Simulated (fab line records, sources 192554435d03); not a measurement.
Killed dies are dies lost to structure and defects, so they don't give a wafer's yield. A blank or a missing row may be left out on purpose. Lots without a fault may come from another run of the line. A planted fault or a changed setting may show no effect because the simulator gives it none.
fab line records | flow n5_finfet
record lots=4 wafers=12 last_day=16
route steps=1938 shown BEOL_M13@1696 BEOL_M14@1716 BEOL_M15@1830
lots that met no fault: from a run of the same line without faults
start_h: hours from the record's first day to the start of the lot's first wafer shown | wait_h: hours since the lot's step before | " the same as in the row above | L1.1+2: a row that stands for several wafers | - no value, or no start given | * or withheld: withheld | < > ~ a bound
route shown NAME@n: a module of which the file shows steps, and the number in the route of the first | usual: mean/standard deviation of fault-free wafers | same: alike in all rows | chamber/n: place in a boat | sites: the reading at each site | _std_site: their standard deviation | _edge_site: outer sites' mean less inner sites' | radius_mm: how far each site lies from the wafer's centre | mask NAME#n: copy n | behind: the tool/chamber that last shaped the wafer | hold: why the lot was held/for how many hours/how that ended | device: the transistor (n, p or np) that didn't switch | end of line: the same wafers' tests at the end of the route | a step without rows: its recipe alone | killed: dies lost to structure and defects at the first sort, not the wafer's yield | map: a wafer's dies, x killed, . not, _ none there
set.NAME: the setting as run; set.NAME@STEP: as run at that earlier step | model.NAME: the simulator's own value behind a step, which no gauge read
lots at some steps of the route; a table a step, a row a wafer
services: from which hour (start_h, from the record's first day; less than 0 if before it) a tool's chamber was out of use, for how many hours, and why
## steps
# step N5_BEOL_M13_TRENCH_ETCH_34
# recipe chemistry=C4F8/O2/Ar target=SiOC target_depth_a=4134.7 mask_material=SOC pressure_mtorr=30 source_w=3000 bias_w=700 Ar_flow_sccm=400 C4F8_flow_sccm=15 O2_flow_sccm=8 he_inner_torr=15 he_outer_torr=30 time_s=162.6 ion_energy_ev=250
# step N5_BEOL_M13_STRIP_70
# recipe chemistry=C4F8/O2/Ar resist=SiARC rf_frequency_hz=6e+07
# step N5_BEOL_M13_STRIP_37
# recipe chemistry=N2/H2 power_w=1000 temp_c=250 h2_frac=0.65 overash_fraction=0.3 pressure_mtorr=withheld n2_flow_sccm=1750 h2_flow_sccm=3250
# step N5_BEOL_M13_ETCH_38
# recipe chemistry=CF4/N2 target=SiCN target_depth_a=675 taper_deg=2 time_s=71.9 ion_energy_ev=150 mask_material=SiO2 pressure_mtorr=40 source_w=430 bias_w=70 Ar_flow_sccm=100 cf4_flow_sccm=60 n2_flow_sccm=60
# step N5_BEOL_M13_PRECLEAN_39
# recipe chemistry=residue_remover time_s=60 temp_c=40
# step N5_BEOL_M13_SRD_40
# recipe time_s=30 temp_c=23 rinse_liquid=diw dry=n2_spin spin_rpm=1500 dry_time_s=30
# step N5_BEOL_M13_DEGAS_41
# recipe ambient=vacuum temp_c=250 time_s=60
# step N5_BEOL_M13_PRE_CLEAN_42
# recipe gas=H2/He time_s=30 temp_c=250
# step N5_BEOL_M13_SPUTTER_43
# recipe material=TaN target_thk_a=150 temp_c=50 bias_v=168.6 power_w=15000 chamber_pressure_pa=0.12 time_s=24.19
# step N5_BEOL_M13_SPUTTER_44
# recipe material=Ta target_thk_a=100 temp_c=50 bias_v=80 power_w=15000 chamber_pressure_pa=0.07 time_s=16.13
# step N5_BEOL_M13_SPUTTER_45
# recipe material=Cu target_thk_a=800 temp_c=-20 bias_v=60 power_w=26000 chamber_pressure_pa=0.13 time_s=13.33
# step N5_BEOL_M13_ECD_47
# recipe material=Cu target_thk_a=9360
# columns lot.wafer tool chamber start_h wait_h model.Cu_of_BEOL_M13_ECD_47.thk_nm
L136.2 ecd_cu-02 0 299.25 0.1 931.8
L136.3 " 0 " " 941
L136.6 " 1 " " 914.4
L146.1 ecd_cu-02 0 345.86 0.1 352
L146.4 " 0 " " 931.4
L146.6 " 1 " " 920.8
L145.1 ecd_cu-02 0 347.70 0.1 345
L145.3 " 0 " " 926.4
L145.6 " 0 " " 936.2
L149.1 ecd_cu-01 0 364.98 0.1 933.2
L149.2 " 1 " " 938
L149.6 " 0 " " 938.6
# step N5_BEOL_M13_ANNEAL_48
# recipe temp_c=225 time_s=90 ambient=N2
# step N5_BEOL_M13_CMP_49
# recipe stop_on=SiOC t_overpolish_s=17.1 down_force_psi=1 platen_rpm=50 clearing_platen_down_force_psi=1.5 clearing_platen_rpm=50 post_cmp_clean=cu_alkaline target_thk_nm=420 clearing_platen_pad_velocity_m_s=0.99484 pad_velocity_m_s=0.99484
# usual edge_zone_pressure_frac=1.001/0.0049 motor_current_A=6.0/0.57
# columns lot.wafer tool chamber start_h wait_h edge_zone_pressure_frac motor_current_A model.Cu_of_BEOL_M13_ECD_47.thk_nm
L136.3 cmp-02 2 301.09 0.3 1.007 5.7 417.8
L136.2 " 3 " " 0.999 5.0 415.4
L136.6 " 0 " " 1.000 6.0 422
L146.4 cmp-03 2 346.62 0.2 0.996 6.2 419
L146.1 " 0 " " 0.995 5.8 352
L146.6 " 2 " " 0.997 6.4 429.8
L145.3 cmp-03 0 348.19 0.2 0.995 6.0 429.8
L145.1 " 2 " " 0.998 6.3 345
L145.6 " 3 " " 0.994 6.4 429
L149.1 cmp-02 1 365.48 0.3 1.000 7.2 416.8
L149.2 " 2 " " 1.001 5.5 419.2
L149.6 " 2 " " 1.000 5.4 416
# step N5_BEOL_M13_THK_MEAS_50
# recipe thk_meas_gauge=xrf reads=Cu_of_BEOL_M13_ECD_47
# usual M13_THK=422/6.4
# columns lot.wafer tool chamber start_h wait_h M13_THK[nm]
L136.2 film_metro-01 - 301.31 - 418
L136.3 " - " " 421
L136.6 " - " " 424
L146.1 film_metro-02 - 346.88 - 352
L146.4 " - " " 419
L146.6 " - " " 430
L145.1 film_metro-02 - 348.45 - 341
L145.3 " - " " 424
L145.6 " - " " 423
L149.1 film_metro-02 - 365.77 - 412
L149.2 " - " " 418
L149.6 " - " " 412
# step N5_BEOL_M13_PRE_CLEAN_52
# recipe gas=NH3 time_s=15 temp_c=withheld rf_power_w=300
# step N5_BEOL_M13_DEP_53
# recipe material=SiCN target_thk_a=500 temp_c=withheld precursor=3MS/NH3 pressure_torr=3 rf_w=675 time_s=17.8
# step N5_BEOL_M13_RS_MEAS_54
# recipe thk_meas_gauge=four-point-probe reads=Cu_of_BEOL_M13_ECD_47+Ta_of_BEOL_M13_SPUTTER_44+TaN_of_BEOL_M13_SPUTTER_43
# usual M13_RS=0.0446/0.00067
# columns lot.wafer tool chamber start_h wait_h M13_RS[ohm/sq]
L136.2 film_metro-01 - 301.44 0.1 0.0456
L136.3 " - " " 0.0451
L136.6 " - " " 0.0448
L146.1 film_metro-02 - 347.01 0.0 0.0539
L146.4 " - " " 0.0451
L146.6 " - " " 0.0439
L145.1 film_metro-02 - 348.58 0.0 0.0551
L145.3 " - " " 0.0439
L145.6 " - " " 0.0441
L149.1 film_metro-02 - 365.90 0.0 0.0453
L149.2 " - " " 0.0451
L149.6 " - " " 0.0454
# step N5_BEOL_M14_ILD_DEP_00
# recipe material=SiO2 target_thk_a=11193 temp_c=400 precursor=TEOS/O2 pressure_torr=6.5 rf_w=900 teos_flow_sccm=161.4 gas=O2 flow_sccm=2650 time_s=237.4
# step N5_BEOL_M14_COAT_58
# recipe resist=BARC temp_c=205 time_s=60 spin_rpm=1500 resist_thk_nm=89
# step N5_BEOL_M14_COAT_04
# recipe spin_rpm=1704 resist_thk_nm=800
# step N5_BEOL_M14_EBR_06
# recipe solvent=PGMEA ebr_width_mm=1.5
# step N5_BEOL_M14_SOFTBAKE_05
# recipe temp_c=130 time_s=60
# step N5_BEOL_M14_EXPOSE_07
# recipe mask_id=V13 na=0.8 source_shape=annular sigma_inner=0.5 sigma_outer=0.8 polarization=unpolarized attpsm_phase_deg=180 dose_mj=57
# step N5_BEOL_M14_PEB_08
# recipe peb_temp_c=130 peb_time_s=90
# step N5_BEOL_M14_DEVELOP_09
# recipe develop_time_s=45 rinse_liquid=diw dry=air_spin dev_temp_c=21
# step N5_BEOL_M14_HARDBAKE_14
# recipe temp_c=130 time_s=120
# step N5_BEOL_M14_DESCUM_15
# recipe chemistry=O2 time_s=7.9 source_power_w=50 bias_power_w=20 pressure_mtorr=20 rf_frequency_hz=2.712e+07 temp_c=40 o2_flow_sccm=225
# step N5_BEOL_M14_ETCH_59
# recipe chemistry=N2/H2 target=BARC target_depth_a=890 overetch_a=267 time_s=67.9 ion_energy_ev=200 pressure_mtorr=30 source_w=840 bias_w=150 n2_flow_sccm=200 h2_flow_sccm=200
# step N5_BEOL_M14_VIA_ETCH_16
# recipe chemistry=C4F8/O2/Ar target=SiO2 he_inner_torr=15 he_outer_torr=30 target_depth_a=12313 time_s=withheld ion_energy_ev=800 pressure_mtorr=20 source_w=1905 bias_w=2040 Ar_flow_sccm=400 C4F8_flow_sccm=16 O2_flow_sccm=12 ends=cleared
# step N5_BEOL_M14_STRIP_63
# recipe chemistry=O2 power_w=600 temp_c=60 pressure_mtorr=30 rf_frequency_hz=6e+07 bias_power_w=0 overash_fraction=0.3 o2_flow_sccm=225
# step N5_BEOL_M14_STRIP_64
# recipe chemistry=O2 power_w=600 temp_c=60 pressure_mtorr=30 rf_frequency_hz=6e+07 bias_power_w=0 overash_fraction=0.3 o2_flow_sccm=225
# step N5_BEOL_M14_STRIP_71
# recipe chemistry=post_etch_residue_remover time_s=60 temp_c=25 remover_ph=withheld remover_water_wt_pct=withheld remover_fluoride_wt_pct=withheld
# step N5_BEOL_M14_SRD_72
# recipe time_s=30 temp_c=23 rinse_liquid=diw dry=n2_spin spin_rpm=1500 dry_time_s=30
# step N5_BEOL_M14_COAT_65
# recipe resist=SOC temp_c=250 time_s=60 spin_rpm=1500 resist_thk_nm=450
# step N5_BEOL_M15_RC_MEAS_101
# usual COMB_M10=1.46e-11/2.9e-12 COMB_M10_max_site=2.1e-11/4.5e-12 COMB_M11=1.52e-11/3e-12 COMB_M12=7.1e-12/1.2e-12 COMB_M14=4.4e-12/7.3e-13 COMB_M15=3.2e-12/6e-13 COMB_M5=3.7e-11/7.8e-12 COMB_M6=2.8e-11/5.6e-12 COMB_M7=2.6e-11/5.5e-12 COMB_M8=2.7e-11/5.5e-12 COMB_M9=1.55e-11/3e-12 SERP_M10=3.09/0.066 SERP_M11=3.05/0.068 SERP_M12=0.641/0.017 SERP_M13=0.306/0.0052 SERP_M13_max_site=0.309/0.0053 SERP_M14=0.1613/0.003 SERP_M5=38.7/1.3 SERP_M6=13.8/0.43 SERP_M7=13.7/0.44 SERP_M8=14.0/0.43 SERP_M9=3.07/0.067
# columns lot.wafer tool chamber start_h wait_h COMB_M10[S/m] COMB_M10_max_site[S/m] COMB_M11[S/m] COMB_M12[S/m] COMB_M14[S/m] COMB_M15[S/m] COMB_M5[S/m] COMB_M6[S/m] COMB_M7[S/m] COMB_M8[S/m] COMB_M9[S/m] SERP_M10[ohm/um] SERP_M11[ohm/um] SERP_M12[ohm/um] SERP_M13[ohm/um] SERP_M13_max_site[ohm/um] SERP_M14[ohm/um] SERP_M5[ohm/um] SERP_M6[ohm/um] SERP_M7[ohm/um] SERP_M8[ohm/um] SERP_M9[ohm/um]
L136.2 prober-02 0 313.70 0.2 9.8e-12 1.3e-11 1.24e-11 6e-12 4.2e-12 2.5e-12 4.1e-11 3.2e-11 2.3e-11 2.1e-11 1.42e-11 2.99 3.09 0.640 0.312 0.315 0.1639 38.7 13.5 13.3 14.3 3.16
L136.3 " 0 " " 1e-11 1.2e-11 2.16e-11 5.1e-12 4.1e-12 2.6e-12 2.8e-11 2.6e-11 2.4e-11 2.6e-11 2.44e-11 3.13 3.01 0.659 0.312 0.315 0.1628 37.5 13.6 13.5 13.6 3.10
L136.6 " 0 " " 1.2e-11 1.8e-11 1.28e-11 6.3e-12 4.4e-12 3.1e-12 3.6e-11 2.2e-11 2.8e-11 2.5e-11 1.62e-11 3.02 3.12 0.634 0.307 0.313 0.1625 37.7 13.6 14.0 14.1 3.15
L146.1 prober-01 0 359.48 0.0 1.23e-11 1.8e-11 1.14e-11 6e-12 4.5e-12 3.2e-12 3e-11 2.7e-11 2.2e-11 3.2e-11 1.76e-11 3.13 2.95 0.642 0.372 0.374 0.1637 35.3 14.0 14.6 14.0 2.98
L146.4 " 0 " " 1.55e-11 2.2e-11 1.43e-11 7.8e-12 3.1e-12 2.7e-12 4.8e-11 2.8e-11 2.5e-11 1.9e-11 1.65e-11 2.96 3.08 0.600 0.307 0.309 0.1601 36.1 14.1 13.8 13.6 3.08
L146.6 " 0 " " 1.34e-11 1.5e-11 1.61e-11 8e-12 4.8e-12 2.2e-12 2.8e-11 2.2e-11 2.4e-11 2.6e-11 1.6e-11 3.03 3.07 0.645 0.301 0.305 0.1634 38.4 13.5 13.8 13.4 3.11
L145.1 prober-02 0 366.78 0.0 1.21e-11 1.4e-11 1.99e-11 7.5e-12 3.9e-12 4.2e-12 3.3e-11 2.7e-11 2.2e-11 2.2e-11 1.23e-11 3.12 3.04 0.640 0.377 0.380 0.1608 40.4 14.0 13.2 13.8 3.02
L145.3 " 0 " " 1.9e-11 2.2e-11 1.41e-11 6.7e-12 3.8e-12 2.9e-12 4.3e-11 3.8e-11 2.9e-11 3.1e-11 1.45e-11 3.07 3.13 0.632 0.302 0.305 0.1627 37.0 13.9 13.9 13.9 3.04
L145.6 " 0 " " 1.69e-11 1.8e-11 1.24e-11 8.8e-12 3.8e-12 3.8e-12 4.5e-11 1.9e-11 1.8e-11 1.7e-11 1.32e-11 3.11 3.17 0.643 0.300 0.303 0.1629 40.5 14.7 13.5 13.6 3.03
L149.1 prober-02 0 377.22 0.0 1.59e-11 2.2e-11 1.46e-11 5.7e-12 4.5e-12 3.3e-12 3.2e-11 3.5e-11 2.8e-11 2.1e-11 1.34e-11 3.06 3.01 0.612 0.310 0.313 0.1621 41.6 14.0 13.2 13.4 3.02
L149.2 " 0 " " 1.24e-11 2.1e-11 1.43e-11 7.9e-12 3.8e-12 3e-12 2.9e-11 3e-11 2.9e-11 2.1e-11 1.6e-11 2.97 3.11 0.618 0.311 0.313 0.1641 39.8 13.8 14.0 13.6 2.96
L149.6 " 0 " " 1.46e-11 1.7e-11 1.22e-11 6.4e-12 5.6e-12 3.9e-12 4.3e-11 3.5e-11 3e-11 2.4e-11 1.39e-11 3.08 2.94 0.619 0.313 0.315 0.1678 42.2 13.9 13.5 13.8 3.09
# sites SERP_M13 radius_mm=0,75,75,75,75,140,140,140,140
L136.2 0.312 0.315 0.311 0.312 0.312 0.307 0.307 0.311 0.312
L146.1 0.373 0.369 0.372 0.372 0.374 0.369 0.372 0.369 0.367
L145.1 0.375 0.380 0.379 0.377 0.379 0.373 0.375 0.374 0.378
L149.1 0.312 0.313 0.312 0.310 0.310 0.310 0.309 0.310 0.305
## services
# columns tool chamber start_h hours kind
ecd_cu-01 - 283.32 1.8 repair
ecd_cu-02 - 296.65 2.2 repair
cmp-03 - 306.34 17.7 pm
cmp-02 - 342.73 5.0 pm
## key
first_sign step=N5_BEOL_M13_THK_MEAS_50 reading=M13_THK direction=down sigmas=12 usual=422 struck=346
effect step=N5_BEOL_M13_RS_MEAS_54 reading=M13_RS direction=up sigmas=15 usual=0.0446 struck=0.0545
effect step=N5_BEOL_M15_RC_MEAS_101 reading=SERP_M13 direction=up sigmas=13 usual=0.306 struck=0.374
model_effect step=N5_BEOL_M13_ECD_47 value=Cu_of_BEOL_M13_ECD_47.thk_nm without=930.8 struck=348.5
model_effect step=N5_BEOL_M13_CMP_49 value=Cu_of_BEOL_M13_ECD_47.thk_nm without=425.5 struck=348.5
met_at N5_BEOL_M13_ECD_47
struck_wafers L145.1,L146.1
onset_between 299.25 345.86
fault kind=process_parameter_drift tool=ecd_cu-02 chamber=- onset_h=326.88 steps=N5_BEOL_M13_ECD_47 channel=target_thk_a offset=* shape=step end_h=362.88 scope=struck_wafers_only acts_in=* stated=*
